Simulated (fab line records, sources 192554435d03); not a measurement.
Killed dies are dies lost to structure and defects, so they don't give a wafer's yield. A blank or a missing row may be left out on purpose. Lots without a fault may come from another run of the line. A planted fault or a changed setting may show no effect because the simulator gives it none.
A struck lot beside a sound one | flow n5_finfet | 15 steps out of a route of 1938
Sound: wafers L809.1, L809.3, L809.4. Struck: wafer L819.6. (L819.2 of the same lot was not struck and is left out.) The cause comes at the end.
At each step with rows: each side's tool, then ch and its chambers, then its first start. Under that, the readings that differ: sound wafers | struck wafers | difference of the means | sigmas: that difference in standard deviations of wafers without a fault.
alike: readings whose means differ by less than 2 such deviations, and words and numbers that are the same on both sides. not compared: withheld readings, readings that some wafer has no value for, bounds like >300 that may hide the same value, and numbers for which the record gives no deviation and whose values overlap.
The two part at a step that has a row with sigmas, a row that says differs or no value, or rows on one side only. Numbers that don't overlap but have no deviation are shown without sigmas and don't part them. A reading that every wafer of one side lacks parts them only if that side has two wafers or more.

N5_BEOL_M11_STRIP_77: strips in N2/H2, time 10 s.
  sound on rie_diel-04 ch 1,2,3; struck on rie_diel-03 ch 0
  reading                         | sound          | struck | difference | sigmas
  showerhead_plenum_p_Torr (Torr) | 2.51 2.48 2.58 | 2.33   | -0.19      | -2
  alike: drypump_motor_current_A, oes_product_au, rf_vpp_V, throttle_valve_pct
  not compared: rf_hours_counter_h
N5_BEOL_M11_OCD_MEAS_38:
  sound on ocd-01, day 11 08:17; struck on ocd-01, day 13 21:52
  alike: trench_depth_nm
then, 4 steps without rows for these wafers: N5_BEOL_M11_HM_STRIP_39 (strips TiN in peroxide tin strip, target depth 25 nm, time 158 s); N5_BEOL_M11_SRD_40 (time 30 s); N5_BEOL_M11_PRECLEAN_42 (cleans in residue remover, time 60 s); N5_BEOL_M11_SRD_43 (time 30 s).
N5_BEOL_M11_CD_MEAS_35: target cd 70 nm.
  sound on cd_sem-02, day 11 08:26; struck on cd_sem-02, day 13 22:01
  alike: cd_nm
N5_BEOL_M11_CURE_72: cures SiCOH lowk, time 120 s.
  sound on uv_cure-03 ch 0, day 11 08:28; struck on uv_cure-02 ch 0, day 13 22:13
  alike: lamp_power_pct, wafer_temp_C_max
then, 1 step without rows for these wafers: N5_BEOL_M11_DEGAS_44 (time 60 s).
N5_BEOL_M11_PRE_CLEAN_45: time 30 s.
  sound on pvd_sputter-02, day 11 10:08; struck on pvd_sputter-03, day 13 22:32
  alike: heater_power_w
then, 1 step without rows for these wafers: N5_BEOL_M11_ALD_74 (deposits TaN, target thk 2 nm, pulse time 2 s, purge time 3 s).
N5_BEOL_M11_SURFACE_TREAT_76:
  sound on pvd_sputter-03, day 11 10:30; struck on pvd_sputter-03, day 13 23:05
  not compared: throttle_valve_pct
N5_BEOL_M11_CVD_75: deposits Co from CCTBA/H2, target thk 2 nm, time 138.9 s.
  sound on cvd_co-01 ch 1,2, day 11 10:34; struck on cvd_co-01 ch 2, day 13 23:08
  reading          | sound             | struck | difference | sigmas
  run_length_s (s) | 161.8 161.8 161.7 | 114.5  | -47.3      | -88
N5_BEOL_M11_SPUTTER_48: material Cu, target thk 12 nm, time 2 s.
  sound on pvd_sputter-02, day 11 10:43; struck on pvd_sputter-01, day 13 23:17
  alike: chamber_pressure_pa, throttle_valve_pct
N5_PASSIVATION_PROBE_49:
  sound on prober-02, day 13 10:38; struck on prober-02, day 15 19:06
  alike: defect_limited_yield, killed_at_M0_to_M3, killed_at_M4_up, killed_at_contacts, killed_at_front_end, killed_at_other, killed_dies, killed_open, killed_short, sort_bin_4_leakage, sort_bin_5_function, sort_bin_6_memory, sort_n_pass, sort_yield_pct

WHERE THEY PART
First at N5_BEOL_M11_STRIP_77; last, within this record, at N5_BEOL_M11_CVD_75. Later steps at which nothing parts them and some readings are alike: N5_BEOL_M11_SPUTTER_48, N5_PASSIVATION_PROBE_49.

WHY: what the simulator had put in
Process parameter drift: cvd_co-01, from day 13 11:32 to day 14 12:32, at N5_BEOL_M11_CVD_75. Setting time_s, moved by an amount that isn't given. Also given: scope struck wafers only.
